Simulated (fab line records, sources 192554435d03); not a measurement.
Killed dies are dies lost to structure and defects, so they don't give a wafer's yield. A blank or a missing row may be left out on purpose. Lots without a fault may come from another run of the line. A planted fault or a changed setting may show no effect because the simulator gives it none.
Split-lot experiment | flow n5_finfet | 7 lots, 21 wafers read, on a route of 1938 steps

THE SPLIT
At N5_BEOL_M5_COAT_74 (time 60 s, resist thk 5 nm), the setting spin_rpm was moved away from the recipe's 1500 rpm on 5 of the 21 wafers read, by -7.7% to +3.5%. The other wafers ran this setting at the recipe's value.

FROM THE SPLIT TO THE READING: what the file shows between them, 4 steps
- N5_BEOL_M5_EXPOSE_25: exposes mask V4, defocus 10 nm (also split here: dose_mj)
- N5_BEOL_M5_PEB_26: peb time 60 s
- N5_BEOL_M5_DEVELOP_27: develop time 30 s
- N5_BEOL_M5_DESCUM_33: chemistry O2, time 7 s

THE READING
etch.depth_nm (the simulator's own value, which no gauge read), in nm, at N5_BEOL_M5_ETCH_75 (etches underlayer in N2/H2, target depth 6.5 nm, time 5.2 s). The file gives no usual value for it. The 16 wafers here that ran the recipe average 4.999 nm, standard deviation 0.014 nm.

wafer  | tool, chamber at the split | spin_rpm as run, rpm | against the recipe | etch.depth_nm, nm | against lot-mates on the recipe
L074.2 | litho_track-03, 0          | 1500                 | recipe             | 4.993             | -
L074.3 | litho_track-03, 0          | 1500                 | recipe             | 5.005             | -
L074.5 | litho_track-03, 0          | 1500                 | recipe             | 5.004             | -
L078.2 | litho_track-03, 0          | 1500                 | recipe             | 4.993             | -
L078.4 | litho_track-03, 0          | 1500                 | recipe             | 5.003             | -
L078.5 | litho_track-03, 0          | 1500                 | recipe             | 5.002             | -
L082.1 | litho_track-03, 0          | 1384                 | -7.7%              | 5.231             | +0.207
L082.3 | litho_track-03, 0          | 1384                 | -7.7%              | 5.219             | +0.195
L082.5 | litho_track-03, 0          | 1500                 | recipe             | 5.024             | -
L088.3 | litho_track-01, 0          | 1500                 | recipe             | 5                 | -
L088.4 | litho_track-01, 0          | 1500                 | recipe             | 5.008             | -
L088.6 | litho_track-01, 0          | 1500                 | recipe             | 5.017             | -
L094.1 | litho_track-05, 0          | 1500                 | recipe             | 4.98              | -
L094.5 | litho_track-05, 0          | 1500                 | recipe             | 4.962             | -
L094.6 | litho_track-05, 0          | 1500                 | recipe             | 4.989             | -
L095.1 | litho_track-01, 0          | 1552                 | +3.5%              | 4.924             | -0.081
L095.2 | litho_track-01, 0          | 1500                 | recipe             | 5.002             | -
L095.4 | litho_track-01, 0          | 1500                 | recipe             | 5.008             | -
L096.4 | litho_track-03, 0          | 1390                 | -7.3%              | 5.176             | +0.179
L096.5 | litho_track-03, 0          | 1500                 | recipe             | 4.997             | -
L096.6 | litho_track-03, 0          | 1390                 | -7.3%              | 5.182             | +0.185

THE FIT
A straight line over all 21 wafers: etch.depth_nm changes by -0.0266 nm for each +1% of spin_rpm; r = -0.98; the points scatter about the line by 0.016 nm.
The same after taking each lot's own level away (the mean of its wafers on the recipe; 21 wafers): -0.0253 nm for each +1%; r = -1.00; scatter 0.0069 nm.
On that fit, the largest move of spin_rpm shifts the reading by 0.2 nm.
The lots' own levels span 4.9770 to 5.0240 nm, that is 3.4 times the standard deviation above.
So the lot-to-lot level changes the slope little: the two slopes agree.
Check: with one of the wafers moved furthest among these (-7.7%) left out of the fit, the line predicts +0.192 nm for it against its lot-mates. It came out at +0.207 nm against them.

OTHER SPLITS ON THESE WAFERS
These wafers also went through other splits before the reading. Each is held against what the fit with the lots' levels taken away leaves over:
other split on the same wafers | wafers away from the commonest value | r with etch.depth_nm (lot level and that fit taken away)
N5_BEOL_M5_EXPOSE_25 dose_mj   | 4                                    | -0.10

THE FILE'S OWN FIT
etch.depth_nm changes by -0.0252 nm for each +1% of spin_rpm, r = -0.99.
